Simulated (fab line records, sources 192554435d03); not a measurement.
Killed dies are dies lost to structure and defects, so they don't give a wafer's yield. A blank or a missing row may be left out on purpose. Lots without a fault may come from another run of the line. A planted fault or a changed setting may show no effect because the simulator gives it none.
A struck lot beside a sound one | flow n5_finfet | 15 steps out of a route of 1938
Sound: wafers L364.3, L364.4, L364.5. Struck: wafer L373.1. (L373.5, L373.6 of the same lot were not struck and are left out.) The cause comes at the end.
At each step with rows: each side's tool, then ch and its chambers, then its first start. Under that, the readings that differ: sound wafers | struck wafers | difference of the means | sigmas: that difference in standard deviations of wafers without a fault.
alike: readings whose means differ by less than 2 such deviations, and words and numbers that are the same on both sides. not compared: withheld readings, readings that some wafer has no value for, bounds like >300 that may hide the same value, and numbers for which the record gives no deviation and whose values overlap.
The two part at a step that has a row with sigmas, a row that says differs or no value, or rows on one side only. Numbers that don't overlap but have no deviation are shown without sigmas and don't part them. A reading that every wafer of one side lacks parts them only if that side has two wafers or more.

N5_BEOL_M0_TRENCH_ETCH_107: etches SiOC in C4F6/O2, target depth 32.8 nm, time 16.4 s.
  sound on rie_diel-02 ch 1,2,3, day 8 01:53; struck on rie_diel-05 ch 0, day 10 05:15
  alike: drypump_motor_current_A, oes_product_au, rf_vpp_V, showerhead_plenum_p_Torr, throttle_valve_pct
  not compared: rf_hours_counter_h
then, 1 step without rows for these wafers: N5_BEOL_M0_STRIP_142 (strips in N2/H2, time 10 s).
N5_BEOL_M0_OCD_MEAS_108:
  sound on ocd-01, day 8 01:59; struck on ocd-02, day 10 05:21
  alike: trench_depth_nm
then, 2 steps without rows for these wafers: N5_BEOL_M0_HM_STRIP_129 (strips TiN in peroxide tin strip, target depth 17 nm, time 108 s); N5_BEOL_M0_SRD_130 (time 30 s).
N5_BEOL_M0_ETCH_109: etches SiCN in CH3F/O2, target depth 8 nm, overetch 2.4 nm, time 27.4 s.
  sound on rie_diel-02 ch 0,1,3, day 8 02:06; struck on rie_diel-02 ch 2, day 10 05:28
  reading                     | sound       | struck | difference | sigmas
  drypump_motor_current_A (A) | 5.5 5.4 5.4 | 6.5    | +1.1       | +3
  alike: oes_product_au, rf_vpp_V, showerhead_plenum_p_Torr, throttle_valve_pct
  not compared: rf_hours_counter_h
then, 2 steps without rows for these wafers: N5_BEOL_M0_STRIP_139 (strips in post etch residue remover, time 60 s); N5_BEOL_M0_SRD_111 (time 30 s).
N5_BEOL_M0_DEGAS_112: time 60 s.
  sound on pvd_sputter-03, day 8 02:47; struck on pvd_sputter-02, day 10 07:15
  alike: heater_power_w
then, 1 step without rows for these wafers: N5_BEOL_M0_PRE_CLEAN_113 (time 30 s).
N5_BEOL_M0_ALD_136: deposits TaN, pulse time 2 s, purge time 3 s, co reactant purge time 2 s.
  sound on ald_metal-01 ch 1,2, day 8 02:53; struck on ald_metal-01 ch 1, day 10 07:35
  alike: heater_power_w
N5_BEOL_M0_SURFACE_TREAT_137:
  sound on pvd_sputter-02, day 8 03:08; struck on pvd_sputter-02, day 10 07:50
  not compared: throttle_valve_pct
N5_BEOL_M0_CVD_115: deposits Co from CCTBA/H2, time 120 s.
  sound on cvd_co-01 ch 0,2, day 8 03:22; struck on cvd_co-01 ch 0, day 10 08:04
  reading          | sound             | struck | difference | sigmas
  run_length_s (s) | 143.4 143.2 142.4 | 99.4   | -43.6      | -95
then, 1 step without rows for these wafers: N5_BEOL_M0_SPUTTER_116 (material Cu, target thk 4 nm, time 7.37 s).
-- the record jumps here: 2 days lie between the struck wafers' starts before and after (it left off in module BEOL_M0 and takes up again in module BEOL_M4, whose first step shown is number 1111 of the route) --
N5_BEOL_M4_RC_MEAS_101:
  sound on prober-01 ch 0, day 10 02:50; struck on prober-01 ch 0, day 12 16:29
  reading        | sound          | struck | difference | sigmas
  DIBL_N (mV/V)  | 39.5 37.6 37.3 | 34.5   | -3.6       | -2
  DIBL_P (mV/V)  | 39.7 38.1 38.0 | 32.8   | -5.8       | -3
  IOFF_N (nA/um) | 0.23 0.19 0.19 | 0.13   | -0.07      | -2
  SS_N (mV/dec)  | 73.1 71.7 72.2 | 70.3   | -2.0       | -3
  SS_P (mV/dec)  | 74.3 74.0 74.4 | 72.5   | -1.7       | -3
  alike: IOFF_P, ION_N, ION_P, VT_N, VT_P

WHERE THEY PART
First at N5_BEOL_M0_ETCH_109; last, within this record, at N5_BEOL_M4_RC_MEAS_101.

WHY: what the simulator had put in
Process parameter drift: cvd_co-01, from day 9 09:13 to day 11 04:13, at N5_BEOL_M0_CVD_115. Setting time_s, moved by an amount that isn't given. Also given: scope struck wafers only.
